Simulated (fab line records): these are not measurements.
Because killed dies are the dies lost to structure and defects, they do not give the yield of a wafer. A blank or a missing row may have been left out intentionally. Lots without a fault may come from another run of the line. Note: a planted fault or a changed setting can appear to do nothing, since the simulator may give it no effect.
Which tool is to blame? | flow n5-finfet | 11 lots, 33 wafers sampled, at 2 steps of a route of 1938

== WHAT EACH GAUGE READ, for each wafer ==
N5_MIM_BOT_LITHO_INSPECT_12: inspects for defects (macro). Usual: raw-defect-count at 2.2, with a standard deviation of 1.4.
lot  | measured     | on                | raw-defect-count | flag
L170 | day 12 01:29 | defect-inspect-02 | 4 3 3            |
L175 | day 12 11:55 | defect-inspect-01 | 4 4 2            |
L174 | day 12 17:10 | defect-inspect-01 | 0 1 2            |
L176 | day 12 23:55 | defect-inspect-01 | 6 1 5            |
L180 | day 14 05:56 | defect-inspect-02 | 3 3 1            |
L185 | day 15 20:13 | defect-inspect-01 | 4 1 4            |
L187 | day 16 09:37 | defect-inspect-02 | 3 1 1            |
L189 | day 16 21:08 | defect-inspect-02 | 1 2 1            |
L190 | day 16 22:40 | defect-inspect-01 | 4 0 4            |
L192 | day 17 10:41 | defect-inspect-02 | 1 2 1            |
L193 | day 18 08:29 | defect-inspect-01 | 4 2 2            |

== WHAT TOOL EACH LOT RAN ON (gives the tool, then ch and the chambers of the sampled wafers, and finally the start) ==
lot  | N5_MIM_TOP_SPUTTER_03
L170 | pvd-sputter-01, day 12 00:02
L175 | pvd-sputter-02, day 12 10:35
L174 | pvd-sputter-03, day 12 15:51
L176 | pvd-sputter-01, day 12 22:14
L180 | pvd-sputter-03, day 14 04:31
L185 | pvd-sputter-02, day 15 17:31
L187 | pvd-sputter-01, day 16 08:26
L189 | pvd-sputter-03, day 16 19:57
L190 | pvd-sputter-01, day 16 21:07
L192 | pvd-sputter-02, day 17 09:18
L193 | pvd-sputter-03, day 18 07:19
- N5_MIM_TOP_SPUTTER_03: material TiN, target thk 35 nm, time 89.7 s.

== WHAT THE TOOLS THEMSELVES READ (means of the sampled wafers that have a number; where no wafer has one, the mark that the record gives instead) ==
N5_MIM_TOP_SPUTTER_03. Usual: chamber-pressure-pa 0.5001 Pa, standard deviation 0.00095; throttle-valve-pct 30.0 %, standard deviation 1.2.
lot  | tool           | chamber-pressure-pa (Pa) | throttle-valve-pct (%) | flag
L170 | pvd-sputter-01 | 0.5003                   | 30.4                   |
L175 | pvd-sputter-02 | 0.5002                   | 29.9                   |
L174 | pvd-sputter-03 | 0.5004                   | 29.1                   |
L176 | pvd-sputter-01 | 0.4993                   | 30.6                   |
L180 | pvd-sputter-03 | 0.4994                   | 30.0                   |
L185 | pvd-sputter-02 | 0.5003                   | 29.4                   |
L187 | pvd-sputter-01 | 0.4998                   | 29.9                   |
L189 | pvd-sputter-03 | 0.4991                   | 30.4                   |
L190 | pvd-sputter-01 | 0.5002                   | 32.0                   |
L192 | pvd-sputter-02 | 0.4993                   | 29.6                   |
L193 | pvd-sputter-03 | 0.4998                   | 30.0                   |

== THE ANSWER, worked out from the rows above alone ==
Rule: take the mean of a lot's wafers that have a number; if it is more than 3 standard deviations from the usual mean, the lot is off. A lot without any number at a reading at which 4 lots or more have one is off too. Where the step has rows for the other lots, those lots are counted as sound. First the gauges in route order, then the tools' own readings, where a lot's mean is used as printed above. The first step at which some lot is off is used, and at that step the reading that is off furthest; a lot without a number counts as furthest.
None of the lots is off at any reading shown; this tells nothing.

== WHAT THE SIMULATOR HAD INSERTED ==
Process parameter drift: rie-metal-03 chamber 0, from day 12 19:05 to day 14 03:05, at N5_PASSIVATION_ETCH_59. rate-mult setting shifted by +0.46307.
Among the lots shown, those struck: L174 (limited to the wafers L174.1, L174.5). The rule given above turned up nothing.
